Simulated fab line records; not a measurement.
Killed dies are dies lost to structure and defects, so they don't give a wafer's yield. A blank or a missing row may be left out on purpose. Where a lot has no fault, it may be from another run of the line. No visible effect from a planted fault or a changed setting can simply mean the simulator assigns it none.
Which tool is to blame? ; flow n5_finfet ; 37 wafers from 13 lots sampled at 5 of the route's 1938 steps

WHAT THE GAUGES SHOWED, per wafer
N5_BEOL_M4_OCD_MEAS_38. Usual: trench_depth_nm reads 55.2 nm (standard deviation 1.4).
lot;measured;on;trench_depth_nm (nm);flag
L887;day 13 14:07;ocd-02;57.2 53.8 57.6;
L890;day 14 00:11;ocd-02;55.0 55.1 54.5;
L889;day 14 15:48;ocd-01;56.1 53.3 54.1;
L891;day 15 12:41;ocd-01;53.1 53.3 56.1;
L892;day 15 20:31;ocd-02;54.6 56.0 56.6;
L888;day 16 07:05;ocd-01;55.9 57.1 54.1;
L893;day 16 23:01;ocd-02;54.3 57.2 56.9;
L894;day 17 03:04;ocd-01;56.9 56.9 53.8;
L899;day 17 08:42;ocd-01;53.9 56.3 53.8;
L903;day 17 09:10;ocd-02;56.4 56.2 57.2;
L900;day 17 21:42;ocd-01;56.0 53.9 56.2;
L905;day 18 21:52;ocd-02;53.9 57.4;
L906;day 19 22:40;ocd-02;55.3 56.3;

N5_BEOL_M4_RC_MEAS_101. Usual: DIBL_N 35.8 mV/V, standard deviation 1.6; DIBL_P 35.6 mV/V, standard deviation 2; IOFF_N 0.15 nA/um, standard deviation 0.031; IOFF_P 0.20 nA/um, standard deviation 0.033; ION_N 668 uA/um, standard deviation 12; ION_P 459 uA/um, standard deviation 6.8; SS_N 71.4 mV/dec, standard deviation 0.53; SS_P 73.1 mV/dec, standard deviation 0.63; VT_N 250 mV, standard deviation 3.5; VT_P -251 mV, standard deviation 3.
lot;measured;on;DIBL_N (mV/V);DIBL_P (mV/V);IOFF_N (nA/um);IOFF_P (nA/um);ION_N (uA/um);ION_P (uA/um);SS_N (mV/dec);SS_P (mV/dec);VT_N (mV);VT_P (mV);flag
L887;day 13 18:17;prober-01;34.5 35.5 36.9;34.8 36.2 37.5;0.12 0.15 0.17;0.19 0.21 0.24;645 676 672;443 459 464;70.6 71.5 71.9;73.0 72.9 73.6;255 250 248;-254 -250 -250;
L890;day 14 04:38;prober-01;33.3 34.9 34.7;32.8 34.0 33.7;0.11 0.13 0.12;0.16 0.17 0.18;662 662 667;455 452 458;71.1 71.9 71.4;72.4 72.8 73.2;254 253 253;-253 -253 -254;
L889;day 14 20:15;prober-02;35.0 37.2 33.3;34.9 37.6 33.1;0.13 0.18 0.12;0.16 0.21 0.15;664 681 653;447 462 454;71.4 71.7 71.0;72.5 73.3 72.2;252 248 254;-256 -254 -256;
L891;day 15 17:04;prober-01;35.7 34.6 37.6;34.5 32.7 36.9;0.15 0.13 0.18;0.21 0.18 0.25;672 667 672;464 461 468;71.4 71.2 71.8;72.7 72.6 73.6;247 252 249;-250 -251 -246;
L892;day 16 00:29;prober-02;36.1 38.3 38.4;32.6 34.5 35.5;0.14 0.16 0.17;0.18 0.21 0.22;660 658 670;455 450 461;72.3 72.0 72.3;73.0 73.9 73.8;251 249 246;-251 -250 -249;
L888;day 16 11:36;prober-01;35.1 35.5 35.7;33.8 34.0 34.8;0.14 0.16 0.15;0.18 0.19 0.19;665 670 668;460 458 456;70.7 71.3 70.7;72.5 72.5 72.8;251 248 248;-252 -252 -250;
L893;day 17 03:42;prober-01;34.6 34.2 33.9;34.7 34.0 34.0;0.12 0.12 0.12;0.17 0.17 0.17;643 657 644;449 455 451;70.8 70.2 70.4;71.9 72.0 72.1;258 255 256;-252 -253 -254;
L894;day 17 06:56;prober-01;36.9 35.9 35.8;37.6 36.5 36.0;0.16 0.14 0.15;0.21 0.19 0.19;680 666 677;470 454 464;71.3 71.4 71.4;73.9 73.9 73.5;251 252 252;-251 -253 -252;
L899;day 17 15:24;prober-02;32.8 33.6 33.8;34.8 34.3 34.6;0.14 0.14 0.15;0.19 0.19 0.19;667 663 670;465 459 458;71.3 71.6 70.6;72.9 72.9 73.2;251 252 249;-252 -251 -252;
L903;day 17 15:31;prober-01;37.4 37.3 37.7;38.2 37.3 38.8;0.19 0.18 0.20;0.24 0.22 0.25;678 671 686;453 457 466;71.8 71.7 72.4;73.9 74.1 74.2;245 247 246;-246 -250 -248;
L900;day 18 02:15;prober-01;36.0 35.0 37.1;37.2 37.0 38.1;0.16 0.15 0.18;0.17 0.16 0.17;667 668 681;454 454 448;71.8 71.6 72.0;73.1 73.7 73.1;253 251 248;-256 -255 -254;
L905;day 19 02:43;prober-01;38.3 33.9;38.7 33.4;0.21 0.12;0.26 0.17;685 672;470 462;71.5 70.7;73.5 72.6;246 252;-245 -253;
L906;day 20 04:23;prober-01;37.8 35.0;36.4 33.0;0.16 0.11;0.20 0.16;659 663;456 457;72.2 71.0;74.3 72.4;248 254;-253 -254;

TOOL THAT RAN EACH LOT (tool first, then ch and the chambers of the sampled wafers, then the start)
lot;N5_BEOL_M4_CVD_47;N5_BEOL_M4_ANNEAL_80;N5_BEOL_M4_ANNEAL_87
L887;cvd_co-01 ch 0,1,2, day 13 15:11;pvd_sputter-03, day 13 15:38;pvd_sputter-03, day 13 16:05
L890;cvd_co-02 ch 0,1, day 14 01:16;pvd_sputter-03, day 14 01:46;pvd_sputter-03, day 14 02:12
L889;cvd_co-01 ch 1,2, day 14 17:04;pvd_sputter-01, day 14 17:32;pvd_sputter-01, day 14 17:59
L891;cvd_co-02 ch 0,1,2, day 15 13:22;pvd_sputter-01, day 15 13:52;pvd_sputter-01, day 15 14:20
L892;cvd_co-02 ch 0,1, day 15 21:15;pvd_sputter-01, day 15 21:43;pvd_sputter-01, day 15 22:09
L888;cvd_co-01 ch 0,1,2, day 16 08:24;pvd_sputter-02, day 16 08:53;pvd_sputter-02, day 16 09:19
L893;cvd_co-02 ch 0,1, day 17 00:14;pvd_sputter-01, day 17 00:58;pvd_sputter-01, day 17 01:24
L894;cvd_co-02 ch 0,1,2, day 17 03:55;pvd_sputter-02, day 17 04:23;pvd_sputter-02, day 17 04:49
L899;cvd_co-01 ch 1,2, day 17 10:18;pvd_sputter-03, day 17 12:40;pvd_sputter-03, day 17 13:06
L903;cvd_co-01 ch 0,1, day 17 10:28;pvd_sputter-02, day 17 12:44;pvd_sputter-02, day 17 13:10
L900;cvd_co-01 ch 0,1,2, day 17 22:50;pvd_sputter-01, day 17 23:23;pvd_sputter-01, day 17 23:49
L905;cvd_co-01 ch 0,2, day 18 22:59;pvd_sputter-02, day 18 23:50;pvd_sputter-02, day 19 00:17
L906;cvd_co-01 ch 0,1, day 20 00:52;pvd_sputter-01, day 20 01:22;pvd_sputter-01, day 20 01:49
- N5_BEOL_M4_CVD_47: deposits Co from CCTBA/H2, target thk 3 nm, time 223.8 s.
- N5_BEOL_M4_ANNEAL_80: time 240 s.
- N5_BEOL_M4_ANNEAL_87: time 240 s.

WHAT THE TOOLS THEMSELVES READ (means of the sampled wafers that have a number; where no wafer has one, the mark that the record gives instead)
N5_BEOL_M4_CVD_47. Usual: run_length_s reads 246.8 s (standard deviation 0.61).
lot;tool;run_length_s (s);flag
L887;cvd_co-01;246.6;
L890;cvd_co-02;246.3;
L889;cvd_co-01;246.5;
L891;cvd_co-02;247.0;
L892;cvd_co-02;246.6;
L888;cvd_co-01;246.6;
L893;cvd_co-02;412.7;OFF
L894;cvd_co-02;412.9;OFF
L899;cvd_co-01;246.3;
L903;cvd_co-01;246.5;
L900;cvd_co-01;246.6;
L905;cvd_co-01;247.6;
L906;cvd_co-01;246.8;

N5_BEOL_M4_ANNEAL_80. Usual: heater_power_w reads 835 W (standard deviation 78).
lot;tool;heater_power_w (W);flag
L887;pvd_sputter-03;851;
L890;pvd_sputter-03;875;
L889;pvd_sputter-01;908;
L891;pvd_sputter-01;830;
L892;pvd_sputter-01;832;
L888;pvd_sputter-02;898;
L893;pvd_sputter-01;864;
L894;pvd_sputter-02;872;
L899;pvd_sputter-03;797;
L903;pvd_sputter-02;838;
L900;pvd_sputter-01;848;
L905;pvd_sputter-02;798;
L906;pvd_sputter-01;832;

N5_BEOL_M4_ANNEAL_87. Usual: heater_power_w reads 834 W (standard deviation 77).
lot;tool;heater_power_w (W);flag
L887;pvd_sputter-03;852;
L890;pvd_sputter-03;864;
L889;pvd_sputter-01;901;
L891;pvd_sputter-01;829;
L892;pvd_sputter-01;826;
L888;pvd_sputter-02;880;
L893;pvd_sputter-01;866;
L894;pvd_sputter-02;861;
L899;pvd_sputter-03;798;
L903;pvd_sputter-02;866;
L900;pvd_sputter-01;855;
L905;pvd_sputter-02;801;
L906;pvd_sputter-01;845;

THE ANSWER, worked out from the rows above alone
Rule: take the mean of a lot's wafers that have a number; if it is more than 3 standard deviations from the usual mean, the lot is off. A lot without any number at a reading at which 4 lots or more have one is off too. The other lots that the step has rows for count as sound. Order of review: gauges by route order, followed by the tools' own readings, for which a lot's mean as printed above is used. The first step at which some lot is off is used, and at that step the reading that is off furthest; a lot without a number counts as furthest.
Off: L893, L894 (N5_BEOL_M4_CVD_47, run_length_s).
A tool fits if, at that step or a process step before it, it ran every lot that is off, and no sound lot after the first of them. One candidate fits, namely cvd_co-02 at N5_BEOL_M4_CVD_47. Its last sound lot is L892 (day 15 21:15), its first lot that is off L893 (day 17 00:14): a fault that began between those two fits.
The tool's own readings at N5_BEOL_M4_CVD_47 bear it out: on the lots that are off they differ by more than 5 times the standard deviation of the sound lots' means. run_length_s reads 412.8 s there against 246.7 s on the sound lots.

WHAT WAS PUT IN BY THE SIMULATOR
Drift in process parameters on cvd_co-02 at N5_BEOL_M4_CVD_47, starting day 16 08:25. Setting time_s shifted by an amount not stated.
Lots struck among those shown: L893, L894. The same result came from the rule above.
